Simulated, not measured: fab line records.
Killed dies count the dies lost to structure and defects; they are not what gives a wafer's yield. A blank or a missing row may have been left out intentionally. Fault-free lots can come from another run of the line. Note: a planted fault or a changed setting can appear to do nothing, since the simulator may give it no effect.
Which tool was responsible? / flow nand_harc / 33 wafers from 11 lots sampled at 6 of the route's 1302 steps

## WHAT EACH GAUGE READ, for each wafer
NHARC_P_BONDPAD_THK_MEAS_33: measures by ellipsometry.
lot=L510; measured=day 6 11:41; on=film_metro-02; thk_nm (nm)=201.1 200.9 202.0
lot=L511; measured=day 7 00:26; on=film_metro-02; thk_nm (nm)=199.3 200.8 201.8
lot=L513; measured=day 7 21:19; on=film_metro-01; thk_nm (nm)=198.7 202.2 200.7
lot=L514; measured=day 8 09:59; on=film_metro-02; thk_nm (nm)=201.8 201.8 199.8
lot=L524; measured=day 12 13:52; on=film_metro-02; thk_nm (nm)=182.2 200.7 201.0
lot=L523; measured=day 12 15:09; on=film_metro-01; thk_nm (nm)=201.7 185.7 199.4
lot=L527; measured=day 13 12:08; on=film_metro-01; thk_nm (nm)=200.5 197.9 201.6
lot=L528; measured=day 14 00:58; on=film_metro-02; thk_nm (nm)=198.4 198.7 198.0
lot=L530; measured=day 14 20:08; on=film_metro-01; thk_nm (nm)=196.8 198.5 199.3
lot=L533; measured=day 16 02:34; on=film_metro-02; thk_nm (nm)=198.6 199.8 197.1
lot=L532; measured=day 16 03:21; on=film_metro-01; thk_nm (nm)=199.2 199.5 198.6

NHARC_END_SORT_01.
lot=L527; measured=day 31 01:08; on=prober-01; defect_limited_yield (%)=94.4; killed_at_array=29; killed_at_other=4; killed_at_periphery=5; killed_dies=38; killed_open=3; killed_short=7
lot=L528; measured=day 31 17:05; on=prober-02; defect_limited_yield (%)=89.2 88.0 88.2; killed_at_array=67 76 73; killed_at_other=0 0 0; killed_at_periphery=6 5 7; killed_dies=73 81 80; killed_open=5 2 3; killed_short=0 3 1

## WHICH TOOL RAN EACH LOT (tool, then ch and the chambers of the sampled wafers, then the start)
lot=L510; NHARC_P_M2_STRIP_18=rie_diel-07 ch 0,1,3, day 6 08:19; NHARC_P_M2_ANNEAL_31=rtp_anneal-02 ch 0, day 6 09:43; NHARC_P_BONDPAD_DEP_00=pecvd-02 ch 0,2, day 6 11:02; NHARC_P_BONDPAD_DESCUM_11=rie_diel-10 ch 0,1,2, day 6 12:28
lot=L511; NHARC_P_M2_STRIP_18=rie_diel-07 ch 0,1,2, day 6 21:02; NHARC_P_M2_ANNEAL_31=rtp_anneal-01 ch 0, day 6 22:32; NHARC_P_BONDPAD_DEP_00=pecvd-04 ch 0,1,2, day 6 23:54; NHARC_P_BONDPAD_DESCUM_11=rie_diel-01 ch 0,2,3, day 7 01:13
lot=L513; NHARC_P_M2_STRIP_18=rie_diel-13 ch 1,2, day 7 17:55; NHARC_P_M2_ANNEAL_31=rtp_anneal-02 ch 0, day 7 19:20; NHARC_P_BONDPAD_DEP_00=pecvd-02 ch 0,2, day 7 20:39; NHARC_P_BONDPAD_DESCUM_11=rie_diel-01 ch 1,3, day 7 22:06
lot=L514; NHARC_P_M2_STRIP_18=rie_diel-13 ch 0,1, day 8 06:20; NHARC_P_M2_ANNEAL_31=rtp_anneal-02 ch 0, day 8 07:56; NHARC_P_BONDPAD_DEP_00=pecvd-04 ch 1,2, day 8 09:22; NHARC_P_BONDPAD_DESCUM_11=rie_diel-01 ch 0,1,2, day 8 10:47
lot=L524; NHARC_P_M2_STRIP_18=rie_diel-13 ch 0,1,2, day 12 10:26; NHARC_P_M2_ANNEAL_31=rtp_anneal-01 ch 0, day 12 11:53; NHARC_P_BONDPAD_DEP_00=pecvd-01 ch 0,1, day 12 13:14; NHARC_P_BONDPAD_DESCUM_11=rie_diel-01 ch 0,1,3, day 12 14:38
lot=L523; NHARC_P_M2_STRIP_18=rie_diel-07 ch 1,2,3, day 12 11:46; NHARC_P_M2_ANNEAL_31=rtp_anneal-01 ch 0, day 12 13:07; NHARC_P_BONDPAD_DEP_00=pecvd-01 ch 0,1, day 12 14:32; NHARC_P_BONDPAD_DESCUM_11=rie_diel-06 ch 0,1,3, day 12 15:57
lot=L527; NHARC_P_M2_STRIP_18=rie_diel-09 ch 2,3, day 13 08:43; NHARC_P_M2_ANNEAL_31=rtp_anneal-02 ch 0, day 13 10:08; NHARC_P_BONDPAD_DEP_00=pecvd-02 ch 1,2, day 13 11:31; NHARC_P_BONDPAD_DESCUM_11=rie_diel-10 ch 1,2,3, day 13 12:56
lot=L528; NHARC_P_M2_STRIP_18=rie_diel-07 ch 0,2,3, day 13 21:26; NHARC_P_M2_ANNEAL_31=rtp_anneal-02 ch 0, day 13 22:45; NHARC_P_BONDPAD_DEP_00=pecvd-02 ch 0,2, day 14 00:19; NHARC_P_BONDPAD_DESCUM_11=rie_diel-01 ch 0,1,3, day 14 01:40
lot=L530; NHARC_P_M2_STRIP_18=rie_diel-13 ch 0,1,2, day 14 16:44; NHARC_P_M2_ANNEAL_31=rtp_anneal-01 ch 0, day 14 18:07; NHARC_P_BONDPAD_DEP_00=pecvd-01 ch 0,1,2, day 14 19:29; NHARC_P_BONDPAD_DESCUM_11=rie_diel-10 ch 1,2,3, day 14 20:55
lot=L533; NHARC_P_M2_STRIP_18=rie_diel-09 ch 0,2,3, day 15 23:08; NHARC_P_M2_ANNEAL_31=rtp_anneal-02 ch 0, day 16 00:32; NHARC_P_BONDPAD_DEP_00=pecvd-04 ch 0,1, day 16 01:55; NHARC_P_BONDPAD_DESCUM_11=rie_diel-01 ch 0,2,3, day 16 03:20
lot=L532; NHARC_P_M2_STRIP_18=rie_diel-09 ch 0,2,3, day 15 23:56; NHARC_P_M2_ANNEAL_31=rtp_anneal-01 ch 0, day 16 01:20; NHARC_P_BONDPAD_DEP_00=pecvd-01 ch 1,2, day 16 02:40; NHARC_P_BONDPAD_DESCUM_11=rie_diel-06 ch 1,2,3, day 16 04:07
- NHARC_P_M2_STRIP_18: strips in N2/H2.
- NHARC_P_M2_ANNEAL_31: time 90 s.
- NHARC_P_BONDPAD_DEP_00: deposits SiCN, target thk 250 nm.
- NHARC_P_BONDPAD_DESCUM_11: chemistry O2, time 3 s.

## WHAT THE TOOLS THEMSELVES READ (means of the sampled wafers that have a number; where no wafer has one, the mark that the record gives instead)
NHARC_P_M2_STRIP_18.
lot=L510; tool=rie_diel-07; drypump_motor_current_A (A)=5.8; mfc_ar_sccm (sccm)=0.013; n2_flow_sccm (sccm)=150.4; oes_product_au (a.u.)=0.999; rf_vpp_V (V)=89.9; showerhead_plenum_p_Torr (Torr)=2.10; throttle_valve_pct (%)=14.173
lot=L511; tool=rie_diel-07; drypump_motor_current_A (A)=5.6; mfc_ar_sccm (sccm)=0.008; n2_flow_sccm (sccm)=149.8; oes_product_au (a.u.)=1.002; rf_vpp_V (V)=91.0; showerhead_plenum_p_Torr (Torr)=2.05; throttle_valve_pct (%)=14.167
lot=L513; tool=rie_diel-13; drypump_motor_current_A (A)=5.8; mfc_ar_sccm (sccm)=0.008; n2_flow_sccm (sccm)=149.9; oes_product_au (a.u.)=1.003; rf_vpp_V (V)=91.2; showerhead_plenum_p_Torr (Torr)=2.04; throttle_valve_pct (%)=14.171
lot=L514; tool=rie_diel-13; drypump_motor_current_A (A)=5.4; mfc_ar_sccm (sccm)=0.000; n2_flow_sccm (sccm)=149.8; oes_product_au (a.u.)=1.000; rf_vpp_V (V)=91.4; showerhead_plenum_p_Torr (Torr)=2.13; throttle_valve_pct (%)=14.173
lot=L524; tool=rie_diel-13; drypump_motor_current_A (A)=5.5; mfc_ar_sccm (sccm)=0.008; n2_flow_sccm (sccm)=149.6; oes_product_au (a.u.)=0.998; rf_vpp_V (V)=91.0; showerhead_plenum_p_Torr (Torr)=2.11; throttle_valve_pct (%)=14.171
lot=L523; tool=rie_diel-07; drypump_motor_current_A (A)=5.6; mfc_ar_sccm (sccm)=0.005; n2_flow_sccm (sccm)=150.0; oes_product_au (a.u.)=1.000; rf_vpp_V (V)=90.9; showerhead_plenum_p_Torr (Torr)=2.03; throttle_valve_pct (%)=14.170
lot=L527; tool=rie_diel-09; drypump_motor_current_A (A)=5.4; mfc_ar_sccm (sccm)=0.017; n2_flow_sccm (sccm)=150.3; oes_product_au (a.u.)=0.998; rf_vpp_V (V)=90.6; showerhead_plenum_p_Torr (Torr)=1.99; throttle_valve_pct (%)=14.179
lot=L528; tool=rie_diel-07; drypump_motor_current_A (A)=5.6; mfc_ar_sccm (sccm)=0.013; n2_flow_sccm (sccm)=149.9; oes_product_au (a.u.)=1.008; rf_vpp_V (V)=90.9; showerhead_plenum_p_Torr (Torr)=2.03; throttle_valve_pct (%)=14.167
lot=L530; tool=rie_diel-13; drypump_motor_current_A (A)=5.5; mfc_ar_sccm (sccm)=0.008; n2_flow_sccm (sccm)=149.9; oes_product_au (a.u.)=0.989; rf_vpp_V (V)=90.7; showerhead_plenum_p_Torr (Torr)=2.11; throttle_valve_pct (%)=14.165
lot=L533; tool=rie_diel-09; drypump_motor_current_A (A)=5.6; mfc_ar_sccm (sccm)=0.018; n2_flow_sccm (sccm)=149.5; oes_product_au (a.u.)=1.006; rf_vpp_V (V)=91.0; showerhead_plenum_p_Torr (Torr)=2.03; throttle_valve_pct (%)=14.178
lot=L532; tool=rie_diel-09; drypump_motor_current_A (A)=5.6; mfc_ar_sccm (sccm)=0.018; n2_flow_sccm (sccm)=150.0; oes_product_au (a.u.)=1.000; rf_vpp_V (V)=90.5; showerhead_plenum_p_Torr (Torr)=2.03; throttle_valve_pct (%)=14.172

NHARC_P_M2_ANNEAL_31.
lot=L510 tool=rtp_anneal-02 wafer_temp_C_max=226.0
lot=L511 tool=rtp_anneal-01 wafer_temp_C_max=225.7
lot=L513 tool=rtp_anneal-02 wafer_temp_C_max=225.8
lot=L514 tool=rtp_anneal-02 wafer_temp_C_max=226.0
lot=L524 tool=rtp_anneal-01 wafer_temp_C_max=225.9
lot=L523 tool=rtp_anneal-01 wafer_temp_C_max=225.6
lot=L527 tool=rtp_anneal-02 wafer_temp_C_max=226.0
lot=L528 tool=rtp_anneal-02 wafer_temp_C_max=226.1
lot=L530 tool=rtp_anneal-01 wafer_temp_C_max=225.5
lot=L533 tool=rtp_anneal-02 wafer_temp_C_max=226.5
lot=L532 tool=rtp_anneal-01 wafer_temp_C_max=225.9

NHARC_P_BONDPAD_DEP_00.
lot=L510; tool=pecvd-02; heater_power_w (W)=695; showerhead_vpp_V (V)=1335
lot=L511; tool=pecvd-04; heater_power_w (W)=578; showerhead_vpp_V (V)=1321
lot=L513; tool=pecvd-02; heater_power_w (W)=666; showerhead_vpp_V (V)=1333
lot=L514; tool=pecvd-04; heater_power_w (W)=524; showerhead_vpp_V (V)=1373
lot=L524; tool=pecvd-01; heater_power_w (W)=593; showerhead_vpp_V (V)=1293
lot=L523; tool=pecvd-01; heater_power_w (W)=553; showerhead_vpp_V (V)=1246
lot=L527; tool=pecvd-02; heater_power_w (W)=655; showerhead_vpp_V (V)=1371
lot=L528; tool=pecvd-02; heater_power_w (W)=607; showerhead_vpp_V (V)=1294
lot=L530; tool=pecvd-01; heater_power_w (W)=655; showerhead_vpp_V (V)=1293
lot=L533; tool=pecvd-04; heater_power_w (W)=506; showerhead_vpp_V (V)=1342
lot=L532; tool=pecvd-01; heater_power_w (W)=660; showerhead_vpp_V (V)=1299

NHARC_P_BONDPAD_DESCUM_11.
lot=L510; tool=rie_diel-10; drypump_motor_current_A (A)=5.6; mfc_ar_sccm (sccm)=0.001; oes_product_au (a.u.)=1.008; rf_vpp_V (V)=57.2; showerhead_plenum_p_Torr (Torr)=1.89; throttle_valve_pct (%)=11.305
lot=L511; tool=rie_diel-01; drypump_motor_current_A (A)=5.7; mfc_ar_sccm (sccm)=0.015; oes_product_au (a.u.)=0.994; rf_vpp_V (V)=56.9; showerhead_plenum_p_Torr (Torr)=1.94; throttle_valve_pct (%)=11.304
lot=L513; tool=rie_diel-01; drypump_motor_current_A (A)=5.7; mfc_ar_sccm (sccm)=0.000; oes_product_au (a.u.)=1.003; rf_vpp_V (V)=57.6; showerhead_plenum_p_Torr (Torr)=1.97; throttle_valve_pct (%)=11.312
lot=L514; tool=rie_diel-01; drypump_motor_current_A (A)=5.4; mfc_ar_sccm (sccm)=0.015; oes_product_au (a.u.)=1.003; rf_vpp_V (V)=57.0; showerhead_plenum_p_Torr (Torr)=1.89; throttle_valve_pct (%)=11.314
lot=L524; tool=rie_diel-01; drypump_motor_current_A (A)=5.5; mfc_ar_sccm (sccm)=0.009; oes_product_au (a.u.)=0.989; rf_vpp_V (V)=58.0; showerhead_plenum_p_Torr (Torr)=1.95; throttle_valve_pct (%)=11.299
lot=L523; tool=rie_diel-06; drypump_motor_current_A (A)=5.3; mfc_ar_sccm (sccm)=0.012; oes_product_au (a.u.)=1.005; rf_vpp_V (V)=58.7; showerhead_plenum_p_Torr (Torr)=1.93; throttle_valve_pct (%)=11.308
lot=L527; tool=rie_diel-10; drypump_motor_current_A (A)=5.8; mfc_ar_sccm (sccm)=0.001; oes_product_au (a.u.)=0.999; rf_vpp_V (V)=58.4; showerhead_plenum_p_Torr (Torr)=1.90; throttle_valve_pct (%)=11.314
lot=L528; tool=rie_diel-01; drypump_motor_current_A (A)=5.5; mfc_ar_sccm (sccm)=0.009; oes_product_au (a.u.)=0.997; rf_vpp_V (V)=58.4; showerhead_plenum_p_Torr (Torr)=1.95; throttle_valve_pct (%)=11.311
lot=L530; tool=rie_diel-10; drypump_motor_current_A (A)=5.8; mfc_ar_sccm (sccm)=0.001; oes_product_au (a.u.)=1.003; rf_vpp_V (V)=57.1; showerhead_plenum_p_Torr (Torr)=1.90; throttle_valve_pct (%)=11.306
lot=L533; tool=rie_diel-01; drypump_motor_current_A (A)=5.7; mfc_ar_sccm (sccm)=0.015; oes_product_au (a.u.)=0.993; rf_vpp_V (V)=57.5; showerhead_plenum_p_Torr (Torr)=1.94; throttle_valve_pct (%)=11.310
lot=L532; tool=rie_diel-06; drypump_motor_current_A (A)=5.4; mfc_ar_sccm (sccm)=0.003; oes_product_au (a.u.)=1.002; rf_vpp_V (V)=57.7; showerhead_plenum_p_Torr (Torr)=1.90; throttle_valve_pct (%)=11.324

## THE ANSWER, worked out from the rows above alone
Rule: the usual values come from the lots themselves. Put in order of their means at a reading, lots are off if they are a third of the lots or fewer, leave a main group of 4 or more, and stand apart from it by a gap of 3 or more times the standard deviation of the main group's means; of several such gaps the widest counts. Not used: any main group whose means are identical at the precision the tables above print for the reading. Also off: a lot with no number at a reading for which 4 or more lots have one. Where the step has rows for the other lots, those lots are counted as sound. First the gauges in route order, then the tools' own readings, where a lot's mean is used as printed above. The first step at which some lot is off is used, and at that step the reading that is off furthest; a lot without a number counts as furthest.
Across all readings shown, no lot is off: no conclusion can be drawn from this.

## WHAT WAS PUT IN BY THE SIMULATOR
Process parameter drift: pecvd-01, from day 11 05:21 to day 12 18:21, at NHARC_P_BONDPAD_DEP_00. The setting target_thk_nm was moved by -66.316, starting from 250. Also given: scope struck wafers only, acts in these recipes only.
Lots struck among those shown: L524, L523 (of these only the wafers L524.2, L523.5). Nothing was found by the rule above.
